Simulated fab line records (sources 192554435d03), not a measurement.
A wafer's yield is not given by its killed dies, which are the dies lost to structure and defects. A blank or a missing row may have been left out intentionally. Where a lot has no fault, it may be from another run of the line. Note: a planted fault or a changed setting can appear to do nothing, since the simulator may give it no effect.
fab line records -- flow n5Finfet
record: lots: 4, wafers: 12, lastDay: 17
route steps=1938 shown HKMG_FIN@394 BEOL_M4@1111 PASSIVATION@1936
lots that met no fault: taken from a fault-free run of the same line
startH: hours from the record's opening day to when the first of the lot's shown wafers began -- waitH: how many hours have passed since the lot's step before this one -- " identical to the entry in the row above -- L1.1+2: several wafers, shown together as one row -- - no value, or no start was given -- * or withheld: withheld -- < > ~ a bound
route shown NAME@n: NAME is a module with steps in the file, n the number in the route of the first one -- usual: mean/standard deviation taken from wafers without a fault -- same: alike in all rows -- chamber/n: place in a boat -- sites: per-site readings -- _std_site: the values' standard deviation -- _edge_site: mean of outer sites minus mean of inner sites -- radiusMm: for every site, how far away it sits from the centre of the wafer -- mask NAME#n: copy n -- behind: the last tool/chamber to shape the wafer -- hold: the reason the lot was held/the length of the hold in hours/how it ended -- device: transistor that didn't switch, given as n, p or np -- end of line: tests run on the same wafers once the route is complete -- a step without rows: its recipe alone -- killed: the dies lost at the first sort to structure and to defects; this is not the yield of the wafer -- map: a wafer's dies, x killed, . not, _ none there
set.NAME: the setting the step ran with; set.NAME@STEP: the setting that earlier step ran with -- model.NAME: the simulator's own value behind a step, which no gauge read
certain route steps with their lots: each step a table, each wafer a row
services: from which hour (startH, from the record's first day; less than 0 if before it) a tool's chamber was out of use, for how many hours, and why
== steps ==
step: N5_HKMG_FIN_SOFTBAKE_44
recipe: tempC: 110, timeS: 60, resist: CAR-ArF
step: N5_HKMG_FIN_EXPOSE_46
recipe: maskId: NDIPOLE, na: 1.35, sourceShape: conventional, sigmaOuter: 0.8, polarization: unpolarized, doseMj: 40
step: N5_HKMG_FIN_PEB_47
recipe: pebTempC: withheld, pebTimeS: 60, resist: CAR-ArF
step: N5_HKMG_FIN_DEVELOP_48
recipe: developTimeS: 30, developer: TMAH, resist: CAR-ArF, rinseLiquid: diw, dry: airSpin, devTempC: 23
step: N5_HKMG_FIN_DESCUM_53
recipe: chemistry: O2, timeS: 7.9, sourcePowerW: 50, biasPowerW: 20, pressureMtorr: 20, rfFrequencyHz: 2.712e+07, tempC: 40, resist: CAR-ArF, o2FlowSccm: 225
step: N5_HKMG_FIN_ETCH_54
recipe: chemistry: CF4, target: SiARC, targetDepthA: 455, maskMaterial: CAR-ArF, timeS: 75.8, ionEnergyEv: 80, pressureMtorr: 40, sourceW: 545, biasW: 36, Ar_flow_sccm: 100, cf4FlowSccm: 100, ends: cleared
step: N5_HKMG_FIN_ETCH_55
recipe: chemistry: N2/H2, target: SOC, targetDepthA: 2400, tempC: 40, timeS: 300, ionEnergyEv: 200, maskMaterial: SiARC, pressureMtorr: 30, sourceW: 840, biasW: 150, n2FlowSccm: 200, h2FlowSccm: 200
step: N5_HKMG_FIN_STRIP_56
recipe: chemistry: N2/H2, tempC: 40, n2FlowSccm: 200, h2FlowSccm: 200, rfFrequencyHz: 6e+07
step: N5_HKMG_FIN_STRIP_57
recipe: chemistry: CF4, resist: SiARC, powerW: 300, biasPowerW: 75, pressureMtorr: 50, cf4FlowSccm: 150, rfFrequencyHz: 6e+07
step: N5_HKMG_FIN_ETCH_58
recipe: chemistry: N2/H2, target: SOC, targetDepthA: 2158, ionEnergyEv: 50, biasW: 13, timeS: 741, pressureMtorr: 30, sourceW: 875, n2FlowSccm: 200, h2FlowSccm: 200
usual: drypumpMotorCurrentA: 5.8/0.47, h2FlowSccm: 200.0/0.54, oesProductAu: 0.78/0.059, rfVppV: 99.4/0.94, showerheadPlenumPTorr: 2.59/0.057, throttleValvePct: 17.85/0.2
lot.wafer,tool,chamber,startH,waitH,drypumpMotorCurrentA,h2FlowSccm,oesProductAu,rfHoursCounterH,rfVppV,showerheadPlenumPTorr,throttleValvePct,model.etch.depthNm,model.HKMG_FIN.featureDepthNm,model.SOC_of_HKMG_FIN_COAT_41.thkNm
L180.1,rieDiel-06,0,71.65,0.0,6.4,200.2,0.73,162,99.5,2.53,18.16,214.8,214.8,83.4
L180.2,rieDiel-06,2,71.65,0.0,5.5,200.3,0.82,76,99.5,2.58,17.67,213.5,213.4,86.2
L180.4,rieDiel-06,3,71.65,0.0,5.7,199.1,0.87,52,99.2,2.58,17.84,218.4,218.4,80.6
L190.1,rieDiel-06,3,134.17,0.0,5.7,200.1,1.06,72,99.0,2.57,17.88,303.4,303.4,0
L190.2,rieDiel-06,2,134.17,0.0,5.5,199.7,0.99,97,98.9,2.57,17.72,297.5,297.6,2.2
L190.5,rieDiel-06,0,134.17,0.0,6.4,199.4,0.89,-,98.7,2.52,18.21,296.8,296.8,2
L191.1,rieDiel-06,1,146.55,0.0,5.7,201.0,0.88,193,100.7,2.62,17.78,303.9,303.8,0
L191.3,rieDiel-06,3,146.55,0.0,5.7,198.9,1.05,77,100.1,2.57,17.89,302.7,302.6,0
L191.6,rieDiel-06,3,146.55,0.0,5.7,199.2,1.04,-,98.2,2.57,17.88,301.5,301.4,0
L203.2,rieDiel-02,0,209.11,0.0,6.5,200.3,0.85,64,99.8,2.71,17.96,219.1,219.2,80.4
L203.4,rieDiel-02,2,209.11,0.0,5.1,200.9,0.71,198,99.7,2.51,18.12,210,210,90
L203.6,rieDiel-02,0,209.11,0.0,6.5,199.9,0.86,-,100.5,2.71,17.96,219.5,219.4,80
step: N5_HKMG_FIN_STRIP_93
recipe: chemistry: N2/H2, material: SOC, timeS: 20, powerW: 500, tempC: 40, pressureMtorr: 50, rfFrequencyHz: 6e+07, biasPowerW: 8, h2Frac: 0.5, n2FlowSccm: 300, h2FlowSccm: 300
usual: drypumpMotorCurrentA: 5.8/0.46, h2FlowSccm: 300.0/0.95, oesProductAu: 0.79/0.058, rfVppV: 54.3/0.84, showerheadPlenumPTorr: 3.41/0.073, throttleValvePct: 19.1/0.33
lot.wafer,tool,chamber,startH,waitH,drypumpMotorCurrentA,h2FlowSccm,oesProductAu,rfHoursCounterH,rfVppV,showerheadPlenumPTorr,throttleValvePct,model.SOC_of_HKMG_FIN_COAT_41.thkNm
L180.1,rieDiel-06,0,72.07,0.2,6.4,299.6,0.75,162,55.2,3.34,19.7,73
L180.2,rieDiel-06,2,72.07,0.2,5.5,299.7,0.82,76,53.3,3.40,18.8,76
L180.4,rieDiel-06,3,72.07,0.2,5.7,298.4,0.86,52,55.0,3.40,19.1,70.2
L190.1,rieDiel-06,3,134.60,0.2,5.7,300.3,0.84,72,54.9,3.39,19.1,0
L190.2,rieDiel-06,2,134.60,0.2,5.5,300.4,0.80,97,54.2,3.39,18.9,0
L190.5,rieDiel-06,0,134.60,0.2,6.4,298.2,0.73,-,54.7,3.33,19.7,0
L191.1,rieDiel-06,1,146.98,0.2,5.7,301.5,0.72,193,54.6,3.46,18.6,0
L191.3,rieDiel-06,3,146.98,0.2,5.7,300.2,0.84,77,53.3,3.39,19.1,0
L191.6,rieDiel-06,3,146.98,0.2,5.7,299.5,0.84,-,54.6,3.39,19.1,0
L203.2,rieDiel-02,0,209.53,0.2,6.6,300.0,0.86,65,54.8,3.57,19.2,69.6
L203.4,rieDiel-02,2,209.53,0.2,5.1,300.4,0.72,198,54.0,3.32,19.2,79.8
L203.6,rieDiel-02,0,209.53,0.2,6.5,301.4,0.86,-,55.8,3.57,19.2,69.4
step: N5_HKMG_FIN_WET_ETCH_76
recipe: chemistry: dNH4OH, mix: 1:50, tempC: 25, target: Al2O3, stopOn: La2O3, targetDepthNm: 2.25, dry: ipaMarangoni, rinseTimeS: 30, rinseTempC: 23
step: N5_HKMG_FIN_STRIP_60
recipe: chemistry: N2/H2, powerW: 2500, tempC: 300, h2Frac: 0.65, timeS: 360, pressureMtorr: withheld, n2FlowSccm: 1750, h2FlowSccm: 3250
step: N5_HKMG_FIN_WET_ETCH_77
recipe: chemistry: dHCl, mix: 1:10000, tempC: 25, target: La2O3, stopOn: HfO2, targetDepthNm: 2
lot.wafer,tool,chamber,startH,waitH,model.Al2O3_of_HKMG_FIN_ALD_75.thkNm
L180.1+2+4,wetBench-03,"7,4,2",72.61,0.3,1
L190.1,wetBench-06,5,135.13,0.3,0.6
L190.2+5,wetBench-06,"0,1",135.13,0.3,0.8
L191.1+3+6,wetBench-02,"2,6,0",147.51,0.3,0.6
L203.2+4+6,wetBench-02,"3,1,2",210.07,0.3,1
step: N5_HKMG_FIN_WET_ETCH_78
recipe: chemistry: dNH4OH, mix: 1:50, tempC: 25, target: Al2O3, stopOn: La2O3, targetDepthNm: 4.5, dry: ipaMarangoni, rinseTimeS: 30, rinseTempC: 23
step: N5_BEOL_M4_RC_MEAS_101
usual: DIBL_N: 35.9/1.6, DIBL_P: 35.6/2.1, IOFF_N: 0.149/0.029, IOFF_P: 0.20/0.033, ION_N: 671/11, ION_P: 460/7.3, SS_N: 71.4/0.62, SS_P: 73.2/0.65, VT_N: 251/3.1, VT_P: -251/3.4
lot.wafer,tool,chamber,startH,waitH,DIBL_N[mV/V],DIBL_P[mV/V],IOFF_N[nA/um],IOFF_P[nA/um],ION_N[uA/um],ION_P[uA/um],SS_N[mV/dec],SS_P[mV/dec],VT_N[mV],VT_P[mV]
L180.1,prober-02,0,165.30,0.0,34.7,35.3,0.124,0.17,662,454,71.0,73.4,256,-254
L180.2,prober-02,0,165.30,0.0,34.8,35.0,0.120,0.16,652,450,70.7,73.1,255,-255
L180.4,prober-02,0,165.30,0.0,36.1,34.7,0.132,0.15,653,445,71.4,73.5,254,-258
L190.1,prober-01,0,230.41,0.0,38.3,38.9,0.210,0.23,695,468,71.7,74.2,244,-247
L190.2,prober-01,0,230.41,0.0,37.5,38.4,0.208,0.23,694,471,72.0,73.6,244,-248
L190.5,prober-01,0,230.41,0.0,39.1,40.7,0.229,0.26,685,470,72.0,74.2,247,-248
L191.1,prober-01,0,236.34,0.0,34.7,33.5,0.129,0.20,663,460,71.4,73.7,251,-249
L191.3,prober-01,0,236.34,0.0,34.8,33.8,0.125,0.22,653,463,71.2,73.2,254,-249
L191.6,prober-01,0,236.34,0.0,35.6,33.3,0.139,0.22,661,454,71.1,72.9,251,-246
L203.2,prober-02,0,303.91,0.2,39.4,39.3,0.237,0.26,691,466,73.0,74.6,247,-247
L203.4,prober-02,0,303.91,0.2,33.0,32.5,0.124,0.16,677,458,70.6,72.5,251,-251
L203.6,prober-02,0,303.91,0.2,36.5,35.8,0.169,0.20,688,464,71.6,73.4,249,-251
step: N5_PASSIVATION_PROBE_49
usual: defectLimitedYield: 90.9/1.5, killed_at_M0_to_M3: 36/9.9, killed_at_M4_up: 13/4.5, killedAtContacts: 13/6.4, killedAtFrontEnd: 42/12, killedAtOther: 3.4/3, killedDies: 107/18, killedOpen: 69/13, killedShort: 35/8.2, sort_bin_5_function: 5.3/1.1, sort_bin_6_memory: 3.4/0.69, sort_bin_8_speed: 0.00/0.0071, sortNPass: 1073/18, sortYieldPct: 90.9/1.5
same: grossDies: 1180, killedAtBackSide: 0, sort_bin_4_leakage[%]: 0
lot.wafer,tool,chamber,startH,waitH,defectLimitedYield[%],killed_at_M0_to_M3,killed_at_M4_up,killedAtContacts,killedAtFrontEnd,killedAtOther,killedDies,killedOpen,killedShort,sort_bin_5_function[%],sort_bin_6_memory[%],sort_bin_8_speed[%],sortNPass,sortYieldPct[%]
L190.1,prober-02,-,331.58,0.0,88.5,45,12,11,67,1,136,87,45,6.4,4.9,0,1044,88.5
L190.2,prober-02,-,331.63,0.1,92.5,24,21,7,34,2,88,54,31,4.4,2.6,0,1092,92.5
L190.5,prober-02,-,331.78,0.2,91.4,23,12,9,58,0,102,69,31,4.2,4.0,0,1078,91.4
killed by level:class
L190.1 FIN_SAQP:geometricParticle:open=18 STI_FIN_REVEAL:geometricParticle:open=17 BEOL_M0_SAQP:geometricParticle:open=13 FIN_SAQP:geometricParticle:short=12 BEOL_M0_SAQP:geometricParticle:short=12 MOL_CONTACT_COAG:geometricParticle:open=8 DUMMY_GATE:geometricParticle:open=5 GATE_CUT:geometricParticle:short=5
L190.2 FIN_SAQP:geometricParticle:short=9 BEOL_M0_SAQP:geometricParticle:open=8 BEOL_M4:geometricParticle:open=8 BEOL_M0_SAQP:geometricParticle:short=6 BEOL_M5:geometricParticle:open=6 FIN_SAQP:geometricParticle:open=5 MOL_CONTACT_COAG:geometricParticle:open=5 GATE_CUT:geometricParticle:short=4
L190.5 FIN_SAQP:geometricParticle:open=14 FIN_SAQP:geometricParticle:short=11 BEOL_M4:geometricParticle:open=10 STI_FIN_REVEAL:geometricParticle:open=9 MOL_CONTACT_COAG:geometricParticle:open=8 DUMMY_GATE:geometricParticle:open=7 STI_FIN_REVEAL:geometricParticle:short=4 BEOL_M3:geometricParticle:open=4
== services ==
tool,chamber,startH,hours,kind
rieDiel-02,0,64.99,3.1,repair
rieDiel-06,3,91.74,2.4,repair
rieDiel-02,-,156.72,16.8,repair
rieDiel-06,1,161.09,4.9,repair
== key ==
firstSign: step: N5_HKMG_FIN_ETCH_58, reading: oesProductAu, direction: up, sigmas: 3.4, usual: 0.78, struck: 0.99
effect none on later readings
modelEffect: step: N5_HKMG_FIN_ETCH_58, value: etch.depthNm, without: 216.9, struck: 301
modelEffect: step: N5_HKMG_FIN_STRIP_93, value: SOC_of_HKMG_FIN_COAT_41.thkNm, without: 72.57, struck: 0
modelEffect: step: N5_HKMG_FIN_WET_ETCH_77, value: Al2O3_of_HKMG_FIN_ALD_75.thkNm, without: 1, struck: 0.6667
metAt N5_HKMG_FIN_ETCH_58
struckWafers L190.1,L190.2,L190.5,L191.1,L191.3,L191.6
onsetBetween 71.65 134.17
fault: kind: processParameterDrift, tool: rieDiel-06, chamber: -, onsetH: 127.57, steps: N5_HKMG_FIN_ETCH_58, channel: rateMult, offset: 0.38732, shape: step, endH: 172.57
